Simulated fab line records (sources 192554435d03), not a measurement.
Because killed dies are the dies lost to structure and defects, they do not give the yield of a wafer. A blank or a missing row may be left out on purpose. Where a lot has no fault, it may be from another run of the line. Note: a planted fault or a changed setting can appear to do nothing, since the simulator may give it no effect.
fab line records	flow n5_finfet
[record] lots = 6	wafers = 18	last_day = 18
route steps=1938 shown BEOL_M12@1617
lots that met no fault: taken from a fault-free run of the same line
start_h: start of the lot's first displayed wafer, in hours after the record's first day	wait_h: time in hours since the lot's previous step	" the same as in the row above	L1.1+2: several wafers, shown together as one row	- either no value or no given start	* or withheld: withheld	< > ~ a bound
route shown NAME@n: a module of which the file shows steps, and the number in the route of the first	usual: mean/standard deviation of fault-free wafers	same: alike in all rows	chamber/n: place in a boat	sites: the reading at each site	_std_site: how widely they spread, as a standard deviation	_edge_site: mean of outer sites minus mean of inner sites	radius_mm: for every site, how far away it sits from the centre of the wafer	mask NAME#n: copy n	behind: the tool/chamber that last shaped the wafer	hold: reason for holding the lot/hours on hold/outcome of the hold	device: whichever transistor did not switch (one of n, p or np)	end of line: the same wafers' tests at the end of the route	step lacking rows: just its recipe	killed: dies lost to structure and defects at the first sort, not the wafer's yield	map: dies across one wafer; x = killed, . = not, _ = none there
set.NAME: setting as actually run; set.NAME@STEP: the setting as run at that earlier step	model.NAME: the simulator's own value behind a step, which no gauge read
lots seen at some steps along the route; tables by step, rows by wafer
services: the hour from which a tool's chamber was out of use, counted from the record's first day as start_h (under 0 if before that day), plus the number of hours and why
[[steps]]
[step N5_BEOL_M12_VIA_ETCH_16]
[recipe] chemistry = C4F8/O2/Ar	target = SiOC	pressure_mtorr = 30	source_w = 3000	bias_w = 700	Ar_flow_sccm = 400	C4F8_flow_sccm = 15	O2_flow_sccm = 8	he_inner_torr = 15	he_outer_torr = 30	target_depth_a = 7248	time_s = withheld	ion_energy_ev = 250	ends = cleared
[usual] drypump_motor_current_A = 5.8/0.44	oes_product_au = 0.69/0.06	rf_vpp_V = 666.5/2.1	showerhead_plenum_p_Torr = 3.45/0.075	throttle_valve_pct = 24.20/0.2
lot.wafer	tool	chamber	start_h	wait_h	drypump_motor_current_A	oes_product_au	rf_vpp_V	showerhead_plenum_p_Torr	throttle_valve_pct
L668.3	rie_diel-01	0	307.66	0.0	5.7	0.73	669.0	3.56	24.28
L668.5	"	3	"	"	5.6	0.66	666.6	3.42	24.46
L668.6	"	2	"	"	6.2	0.72	662.5	3.31	24.40
L671.1	rie_diel-01	0	308.43	0.0	5.7	0.71	670.8	3.56	24.28
L671.2	"	3	"	"	5.6	0.66	666.1	3.42	24.46
L671.4	"	2	"	"	6.3	0.71	664.2	3.31	24.38
L672.1	rie_diel-06	2	322.46	0.0	5.1	0.64	667.7	3.52	24.12
L672.2	"	1	"	"	5.8	0.72	666.8	3.44	24.29
L672.4	"	0	"	"	5.9	0.64	663.6	3.36	24.40
L676.3	rie_diel-04	0	325.96	0.0	6.4	0.76	669.6	3.59	24.16
L676.5	"	0	"	"	6.4	0.76	670.0	3.59	24.16
L676.6	"	3	"	"	6.5	0.66	666.7	3.51	23.97
L681.1	rie_diel-04	2	376.19	0.0	5.4	0.83	667.8	3.48	24.41
L681.3	"	0	"	"	6.4	0.75	669.1	3.58	24.16
L681.6	"	3	"	"	6.5	0.64	668.4	3.50	24.01
L684.3	rie_diel-04	2	393.16	0.0	5.4	0.81	667.8	3.47	24.42
L684.4	"	0	"	"	6.4	0.74	670.3	3.58	24.17
L684.6	"	0	"	"	6.4	0.75	670.8	3.58	24.17
[step N5_BEOL_M12_STRIP_63]
[recipe] chemistry = N2/H2	power_w = 1000	temp_c = 250	h2_frac = 0.65	overash_fraction = 0.3	pressure_mtorr = 1000	n2_flow_sccm = 1750	h2_flow_sccm = 3250
[usual] drypump_motor_current_A = 5.89/0.16	heater_power_w = 355/38	n2_flow_sccm = 1750/5	oes_product_au = 0.693/0.0053	strip_time_to_endpoint_s = 42.5/0.81
lot.wafer	tool	chamber	start_h	wait_h	drypump_motor_current_A	heater_power_w	n2_flow_sccm	oes_product_au	rf_hours_counter_h	strip_time_to_endpoint_s
L668.3	plasma_asher-01	0	307.88	-	5.85	314	1742	0.687	-	42.6
L668.5	"	0	"	"	5.85	311	1745	0.690	-	41.5
L668.6	"	1	"	"	6.32	314	1751	0.690	-	41.9
L671.1	plasma_asher-02	1	308.63	-	5.76	405	1755	0.689	78	41.7
L671.2	"	0	"	"	5.91	336	1751	0.693	78	42.5
L671.4	"	1	"	"	5.74	396	1747	0.698	-	41.0
L672.1	plasma_asher-02	0	322.66	-	5.90	337	1746	0.703	80	42.9
L672.2	"	1	"	"	5.77	410	1746	0.692	80	43.8
L672.4	"	1	"	"	5.74	396	1751	0.689	-	43.7
L676.3	plasma_asher-02	1	326.18	-	5.74	401	1758	0.697	-	43.6
L676.5	"	1	"	"	5.80	401	1756	0.687	-	42.6
L676.6	"	0	"	"	5.92	329	1747	0.696	-	43.1
L681.1	plasma_asher-01	1	376.49	-	6.26	330	1756	0.700	148	43.2
L681.3	"	0	"	"	5.83	308	1753	0.692	-	44.2
L681.6	"	1	"	"	6.26	318	1747	0.696	-	43.0
L684.3	plasma_asher-02	0	393.37	-	5.93	333	1759	0.697	-	43.3
L684.4	"	1	"	"	5.74	398	1752	0.688	-	41.6
L684.6	"	1	"	"	5.75	404	1757	0.693	-	42.0
[step N5_BEOL_M12_STRIP_64]
[recipe] chemistry = N2/H2	power_w = 1000	temp_c = 250	h2_frac = 0.65	overash_fraction = 0.3	pressure_mtorr = withheld	n2_flow_sccm = 1750	h2_flow_sccm = 3250
[usual] drypump_motor_current_A = 5.90/0.16	heater_power_w = 354/36	n2_flow_sccm = 1750/5.6	oes_product_au = 0.715/0.0047	strip_time_to_endpoint_s = 31.27/0.076
lot.wafer	tool	chamber	start_h	wait_h	drypump_motor_current_A	heater_power_w	n2_flow_sccm	oes_product_au	rf_hours_counter_h	strip_time_to_endpoint_s
L668.3	plasma_asher-01	0	307.94	0.0	5.85	315	1754	0.719	-	31.32
L668.5	"	0	"	"	5.86	304	1742	0.708	-	31.27
L668.6	"	1	"	"	6.18	321	1748	0.718	-	31.29
L671.1	plasma_asher-02	1	308.69	0.0	5.78	404	1744	0.712	78	31.20
L671.2	"	0	"	"	5.90	329	1743	0.715	78	31.14
L671.4	"	1	"	"	5.76	404	1752	0.714	-	31.28
L672.1	plasma_asher-02	0	322.72	0.0	5.91	331	1748	0.714	80	31.34
L672.2	"	1	"	"	5.76	402	1745	0.714	80	31.29
L672.4	"	1	"	"	5.74	401	1750	0.713	-	31.32
L676.3	plasma_asher-02	1	326.24	0.0	5.75	404	1747	0.715	-	31.24
L676.5	"	1	"	"	5.78	398	1752	0.720	-	31.18
L676.6	"	0	"	"	5.92	335	1746	0.715	-	31.28
L681.1	plasma_asher-01	1	376.55	0.0	6.24	319	1754	0.719	148	31.47
L681.3	"	0	"	"	5.82	316	1742	0.713	-	31.46
L681.6	"	1	"	"	6.27	317	1756	0.713	-	31.47
L684.3	plasma_asher-02	0	393.43	0.0	5.90	341	1748	0.709	-	31.29
L684.4	"	1	"	"	5.76	403	1754	0.704	-	31.26
L684.6	"	1	"	"	5.78	403	1755	0.720	-	31.31
[step N5_BEOL_M12_STRIP_71]
[recipe] chemistry = post_etch_residue_remover	time_s = 60	temp_c = 25	remover_ph = withheld	remover_water_wt_pct = withheld	remover_fluoride_wt_pct = withheld
[step N5_BEOL_M12_SRD_72]
[recipe] time_s = 30	temp_c = 23	rinse_liquid = diw	dry = n2_spin	spin_rpm = 1500	dry_time_s = 30
[step N5_BEOL_M12_CD_MEAS_17]
[recipe] target_cd_nm = 140	polarity = opening
[usual] cd_nm = 140.6/1.6
lot.wafer	tool	chamber	start_h	wait_h	cd_nm
L668.3	cd_sem-02	-	308.07	0.0	137.6
L668.5	"	-	"	"	140.6
L668.6	"	-	"	"	137.2
L671.1	cd_sem-03	-	308.84	0.0	142.8
L671.2	"	-	"	"	141.4
L671.4	"	-	"	"	141.5
L672.1	cd_sem-03	-	322.87	0.0	139.1
L672.2	"	-	"	"	140.4
L672.4	"	-	"	"	140.3
L676.3	cd_sem-02	-	326.37	0.0	140.9
L676.5	"	-	"	"	139.0
L676.6	"	-	"	"	139.4
L681.1	cd_sem-02	-	376.70	0.0	140.5
L681.3	"	-	"	"	142.7
L681.6	"	-	"	"	139.7
L684.3	cd_sem-03	-	393.57	0.0	141.6
L684.4	"	-	"	"	140.0
L684.6	"	-	"	"	143.5
[step N5_BEOL_M12_COAT_65]
[recipe] resist = SOC	temp_c = 250	time_s = 60	spin_rpm = 1500	resist_thk_nm = 300
[step N5_BEOL_M12_COAT_66]
[recipe] resist = SiARC	temp_c = 220	time_s = 60	spin_rpm = 1500	resist_thk_nm = 110
[step N5_BEOL_M12_COAT_22]
[recipe] spin_rpm = 2888	resist_thk_nm = 300
[step N5_BEOL_M12_EBR_24]
[recipe] solvent = PGMEA	ebr_width_mm = 1.5
[step N5_BEOL_M12_SOFTBAKE_23]
[recipe] temp_c = 130	time_s = 60
[step N5_BEOL_M12_EXPOSE_25]
[recipe] mask_id = M12	na = 0.93	source_shape = conventional	sigma_outer = 0.4	polarization = unpolarized	dose_mj = 21.8
[step N5_BEOL_M12_PEB_26]
[recipe] peb_temp_c = 130	peb_time_s = 90
[usual] chill_plate_temp_C = 22.99/0.097	exhaust_pa = 45.2/0.84	heater_power_total_W = 172.5/0.77	resist_line_temp_C = 22.99/0.1
lot.wafer	tool	chamber	start_h	wait_h	chill_plate_temp_C	exhaust_pa	heater_power_total_W	resist_line_temp_C
L668.3	litho_track-03	0	308.29	0.0	22.93	44.7	172.5	22.90
L668.5	"	0	"	"	22.96	43.8	171.4	22.96
L668.6	"	0	"	"	22.86	43.8	173.1	23.06
L671.1	litho_track-04	0	309.18	0.1	22.95	46.7	173.9	23.13
L671.2	"	0	"	"	23.00	45.6	172.1	23.23
L671.4	"	0	"	"	22.92	45.4	173.9	23.12
L672.1	litho_track-03	-	323.08	0.1	-	-	-	-
L672.2	"	-	"	"	-	-	-	-
L672.4	"	-	"	"	-	-	-	-
L676.3	litho_track-03	-	326.58	0.0	-	-	-	-
L676.5	"	-	"	"	-	-	-	-
L676.6	"	-	"	"	-	-	-	-
L681.1	litho_track-04	0	377.03	0.1	22.96	46.2	172.8	23.09
L681.3	"	0	"	"	23.04	45.8	173.1	23.10
L681.6	"	0	"	"	23.14	45.6	172.3	23.16
L684.3	litho_track-04	0	393.78	0.0	23.11	45.5	171.9	22.97
L684.4	"	0	"	"	23.00	45.1	172.1	23.12
L684.6	"	0	"	"	23.06	44.1	173.5	23.12
[step N5_BEOL_M12_DEVELOP_27]
[recipe] develop_time_s = 45	rinse_liquid = diw	dry = air_spin	dev_temp_c = 21
[[services]]
tool	chamber	start_h	hours	kind
rie_diel-06	1	301.28	8.3	repair
rie_diel-06	-	310.71	2.8	pm
rie_diel-01	0	311.39	14.6	repair
rie_diel-04	2	317.65	-	clean
rie_diel-04	2	317.65	-	consumable_replace:focus_ring
rie_diel-04	2	317.65	19.5	scheduled_down
rie_diel-04	2	317.65	19.5	vent_cycle
rie_diel-01	1	323.83	2.3	repair
rie_diel-04	0	328.48	9.2	repair
rie_diel-01	1	337.50	9.0	repair
plasma_asher-01	-	358.00	0.4	repair
rie_diel-01	3	376.33	6.9	repair
rie_diel-06	0	377.94	8.3	repair
rie_diel-06	0	386.49	-	clean
rie_diel-06	0	386.49	-	consumable_replace:esc
rie_diel-06	0	386.49	-	consumable_replace:focus_ring
rie_diel-06	0	386.49	24.7	scheduled_down
rie_diel-06	0	386.49	24.7	vent_cycle
[[key]]
[first_sign] step = N5_BEOL_M12_PEB_26	reading = tool_record	direction = missing
effect none on later readings
met_at N5_BEOL_M12_PEB_26
struck_wafers L672.1,L672.2,L672.4,L676.3,L676.5,L676.6
later_rows_left_out L672.1,L672.2,L672.4,L676.3,L676.5,L676.6
sort_left_out L672.1,L672.2,L672.4,L676.3,L676.5,L676.6
onset_between 308.29 323.08
[fault] kind = skipped_step_whole	tool = litho_track-03	chamber = -	onset_h = 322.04	steps = N5_BEOL_M12_PEB_26	scope = struck_lots_only
// sort_left_out: the simulated sort isn't trusted on such a fault, so these wafers' sort isn't shown, and their yield isn't known
// later_rows_left_out: the simulator's readings of these wafers behind a module that went badly wrong aren't trusted and aren't shown, but for the sort
